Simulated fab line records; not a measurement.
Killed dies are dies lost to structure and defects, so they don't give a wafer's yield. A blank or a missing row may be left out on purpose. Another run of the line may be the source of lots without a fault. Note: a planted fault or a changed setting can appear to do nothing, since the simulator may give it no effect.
Which tool did it? | flow n5Finfet | Sampling: 15 lots, 41 wafers, 4 of 1938 route steps

## WHAT EACH GAUGE READ, for each wafer
Not one reading of a measure or inspect step in the record can be checked against a usual standard deviation.

## TOOL THAT RAN EACH LOT (tool first, then ch and the chambers of the sampled wafers, then the start)
lot  | N5_ZERO_LAYER_ETCH_17            | N5_ZERO_LAYER_STRIP_24             | N5_WELL_APT_PEB_23              | N5_WELL_APT_EPI_41
L105 | rieDiel-03 ch 0,2,3, day 1 12:44 | plasmaAsher-02 ch 0,1, day 1 12:55 | lithoTrack-01 ch 0, day 1 14:43 | epiRpcvd-03 ch 0, day 1 16:06
L106 | rieDiel-03 ch 1,2, day 1 18:43   | plasmaAsher-02 ch 0, day 1 18:54   | lithoTrack-01 ch 0, day 1 20:42 | epiRpcvd-02 ch 0, day 1 21:55
L107 | rieDiel-04 ch 0,2,3, day 2 00:52 | plasmaAsher-02 ch 0,1, day 2 01:04 | lithoTrack-01 ch 0, day 2 03:11 | epiRpcvd-04 ch 0, day 2 04:35
L108 | rieDiel-03 ch 1,2, day 2 06:53   | plasmaAsher-02 ch 0,1, day 2 07:04 | lithoTrack-04 ch 0, day 2 09:27 | epiRpcvd-02 ch 0, day 2 11:37
L110 | rieDiel-04 ch 0,2,3, day 2 19:04 | plasmaAsher-01 ch 0,1, day 2 19:14 | lithoTrack-02 ch 0, day 2 21:06 | epiRpcvd-02 ch 0, day 2 22:20
L111 | rieDiel-04 ch 0,3, day 3 00:43   | plasmaAsher-02 ch 1, day 3 00:53   | lithoTrack-04 ch 0, day 3 02:44 | epiRpcvd-03 ch 0, day 3 04:38
L112 | rieDiel-04 ch 0,2,3, day 3 07:01 | plasmaAsher-01 ch 1, day 3 07:11   | lithoTrack-04, day 3 08:53      | epiRpcvd-02 ch 0, day 3 10:12
L113 | rieDiel-04 ch 1,3, day 3 12:50   | plasmaAsher-01 ch 1, day 3 13:01   | lithoTrack-01, day 3 14:49      | epiRpcvd-03 ch 0, day 3 16:02
L114 | rieDiel-04 ch 1,2, day 3 18:44   | plasmaAsher-02 ch 0,1, day 3 18:55 | lithoTrack-02, day 3 20:50      | epiRpcvd-04 ch 0, day 3 22:19
L120 | rieDiel-03 ch 3, day 5 06:44     | plasmaAsher-02 ch 0,1, day 5 06:56 | lithoTrack-04 ch 0, day 5 09:04 | epiRpcvd-04 ch 0, day 5 10:40
L122 | rieDiel-03 ch 0,3, day 5 18:50   | plasmaAsher-01 ch 0,1, day 5 19:01 | lithoTrack-01 ch 0, day 5 21:32 | epiRpcvd-02 ch 0, day 6 00:02
L123 | rieDiel-04 ch 0,2, day 6 00:43   | plasmaAsher-02 ch 0,1, day 6 00:55 | lithoTrack-01 ch 0, day 6 02:41 | epiRpcvd-02 ch 0, day 6 04:17
L124 | rieDiel-04 ch 0,2, day 6 06:50   | plasmaAsher-01 ch 0,1, day 6 07:01 | lithoTrack-04 ch 0, day 6 08:50 | epiRpcvd-04 ch 0, day 6 10:11
L126 | rieDiel-06 ch 0,1,3, day 6 18:43 | plasmaAsher-02 ch 1, day 6 18:53   | lithoTrack-04 ch 0, day 6 20:35 | epiRpcvd-04 ch 0, day 6 21:47
L127 | rieDiel-04 ch 1,2,3, day 7 00:57 | plasmaAsher-01 ch 0,1, day 7 01:07 | lithoTrack-04 ch 0, day 7 03:40 | epiRpcvd-03 ch 0, day 7 04:54
- N5_ZERO_LAYER_ETCH_17: etches SiO2 in CF4, target depth 12 nm, time 13.3 s.
- N5_ZERO_LAYER_STRIP_24: strips in O2.
- N5_WELL_APT_PEB_23: peb time 90 s.
- N5_WELL_APT_EPI_41: deposits Si from SiH4/H2, target thk 50 nm, time 297.7 s.

## AS READ BY THE TOOLS THEMSELVES (means over the sampled wafers that have a number; for cases with no such wafer, the mark the record gives instead)
N5_ZERO_LAYER_ETCH_17.
lot  | tool       | drypumpMotorCurrentA (A) | mfcArSccm (sccm) | oesProductAu (a.u.) | rfVppV (V) | showerheadPlenumPTorr (Torr) | throttleValvePct (%)
L105 | rieDiel-03 | 6.0                      | 99.9             | 0.72                | 947        | 2.13                         | 15.73
L106 | rieDiel-03 | 5.9                      | 99.9             | 0.77                | 945        | 2.09                         | 15.75
L107 | rieDiel-04 | 5.7                      | 99.7             | 0.78                | 946        | 2.10                         | 15.54
L108 | rieDiel-03 | 6.0                      | 100.2            | 0.76                | 944        | 2.10                         | 15.71
L110 | rieDiel-04 | 5.7                      | 100.0            | 0.78                | 946        | 2.09                         | 15.54
L111 | rieDiel-04 | 5.6                      | 99.9             | 0.81                | 942        | 2.04                         | 15.35
L112 | rieDiel-04 | 5.7                      | 100.0            | 0.78                | 944        | 2.09                         | 15.55
L113 | rieDiel-04 | 6.0                      | 99.8             | 0.77                | 949        | 2.16                         | 15.40
L114 | rieDiel-04 | 6.1                      | 99.8             | 0.73                | 954        | 2.23                         | 15.62
L120 | rieDiel-03 | 5.5                      | 100.0            | 0.70                | 941        | 2.04                         | 15.53
L122 | rieDiel-03 | 5.6                      | 99.9             | 0.78                | 945        | 2.09                         | 15.61
L123 | rieDiel-04 | 5.8                      | 100.0            | 0.74                | 948        | 2.13                         | 15.71
L124 | rieDiel-04 | 5.9                      | 99.8             | 0.71                | 949        | 2.15                         | 15.80
L126 | rieDiel-06 | 5.9                      | 100.0            | 0.81                | 944        | 2.08                         | 15.73
L127 | rieDiel-04 | 6.0                      | 99.9             | 0.74                | 948        | 2.14                         | 15.61

N5_ZERO_LAYER_STRIP_24.
lot  | tool           | drypumpMotorCurrentA (A) | heaterPowerW (W) | oesProductAu (a.u.) | stripTimeToEndpointS (s)
L105 | plasmaAsher-02 | 6.0                      | 349              | 0.642               | 43.75
L106 | plasmaAsher-02 | 5.7                      | 338              | 0.649               | 43.95
L107 | plasmaAsher-02 | 6.0                      | 350              | 0.644               | 43.92
L108 | plasmaAsher-02 | 5.9                      | 342              | 0.647               | 43.98
L110 | plasmaAsher-01 | 5.3                      | 361              | 0.646               | 43.85
L111 | plasmaAsher-02 | 6.1                      | 362              | 0.643               | 43.96
L112 | plasmaAsher-01 | 5.4                      | 361              | 0.646               | 43.84
L113 | plasmaAsher-01 | 5.5                      | 361              | 0.649               | 43.67
L114 | plasmaAsher-02 | 5.8                      | 342              | 0.645               | 43.91
L120 | plasmaAsher-02 | 5.9                      | 344              | 0.647               | 43.85
L122 | plasmaAsher-01 | 5.4                      | 356              | 0.646               | 43.68
L123 | plasmaAsher-02 | 5.9                      | 346              | 0.642               | 43.66
L124 | plasmaAsher-01 | 5.4                      | 359              | 0.646               | 43.91
L126 | plasmaAsher-02 | 6.1                      | 354              | 0.647               | 43.93
L127 | plasmaAsher-01 | 5.3                      | 361              | 0.650               | 43.69

N5_WELL_APT_PEB_23.
lot  | tool          | chillPlateTempC (C) | exhaustPa (Pa) | heaterPowerTotalW (W)
L105 | lithoTrack-01 | 22.91               | 46.0           | 173.5
L106 | lithoTrack-01 | 22.95               | 45.5           | 172.9
L107 | lithoTrack-01 | 23.05               | 44.0           | 171.9
L108 | lithoTrack-04 | 22.77               | 46.1           | 172.7
L110 | lithoTrack-02 | 22.94               | 45.0           | 172.6
L111 | lithoTrack-04 | 22.97               | 46.3           | 172.2
L112 | lithoTrack-04 | -                   | -              | -
L113 | lithoTrack-01 | -                   | -              | -
L114 | lithoTrack-02 | -                   | -              | -
L120 | lithoTrack-04 | 23.04               | 44.0           | 172.6
L122 | lithoTrack-01 | 23.03               | 44.5           | 173.1
L123 | lithoTrack-01 | 23.21               | 44.9           | 172.2
L124 | lithoTrack-04 | 23.02               | 44.3           | 172.1
L126 | lithoTrack-04 | 23.01               | 44.9           | 173.0
L127 | lithoTrack-04 | 22.88               | 45.1           | 172.0

N5_WELL_APT_EPI_41.
lot  | tool        | susceptor_temp_C_max | throttleValvePct (%)
L105 | epiRpcvd-03 | 651.5                | 11.6
L106 | epiRpcvd-02 | 651.5                | 10.6
L107 | epiRpcvd-04 | 651.3                | 11.4
L108 | epiRpcvd-02 | 652.0                | 10.9
L110 | epiRpcvd-02 | 651.3                | 10.7
L111 | epiRpcvd-03 | 650.8                | 11.4
L112 | epiRpcvd-02 | 652.1                | 10.7
L113 | epiRpcvd-03 | 651.0                | 11.6
L114 | epiRpcvd-04 | 652.0                | 11.5
L120 | epiRpcvd-04 | 650.9                | 11.4
L122 | epiRpcvd-02 | 651.7                | 10.7
L123 | epiRpcvd-02 | 652.0                | 10.8
L124 | epiRpcvd-04 | 651.5                | 11.5
L126 | epiRpcvd-04 | 651.7                | 11.4
L127 | epiRpcvd-03 | 651.4                | 11.5

## THE ANSWER, worked out from the rows above alone
Rule: what is usual is taken from the lots themselves. The widest of any qualifying gaps counts: lots, ordered by their means at a reading, are off when they make up no more than a third of the lots, leave a main group of 4 or more, and stand apart from it by 3 or more times the standard deviation of that group's means. Not used: any main group whose means are identical at the precision the tables above print for the reading. Also off: a lot with no number at a reading for which 4 or more lots have one. Any other lot the step has rows for is counted as sound. After the gauges, taken in route order, come the tools' own readings; for these a lot's mean is taken, as printed above. At the first step where some lot is off, the reading lying furthest off is the one used; lots without a number count as furthest.
Off at N5_WELL_APT_PEB_23 (chillPlateTempC): L112, L113, L114. Without a number there: L112, L113, L114. Mean 22.98 C and standard deviation 0.1 in the main group.
If a tool, at that step or one of the process steps before it, ran each lot that is off and ran no sound lot following the first of them, it fits. Of those tried, none fits.

## WHAT THE SIMULATOR HAD INSERTED
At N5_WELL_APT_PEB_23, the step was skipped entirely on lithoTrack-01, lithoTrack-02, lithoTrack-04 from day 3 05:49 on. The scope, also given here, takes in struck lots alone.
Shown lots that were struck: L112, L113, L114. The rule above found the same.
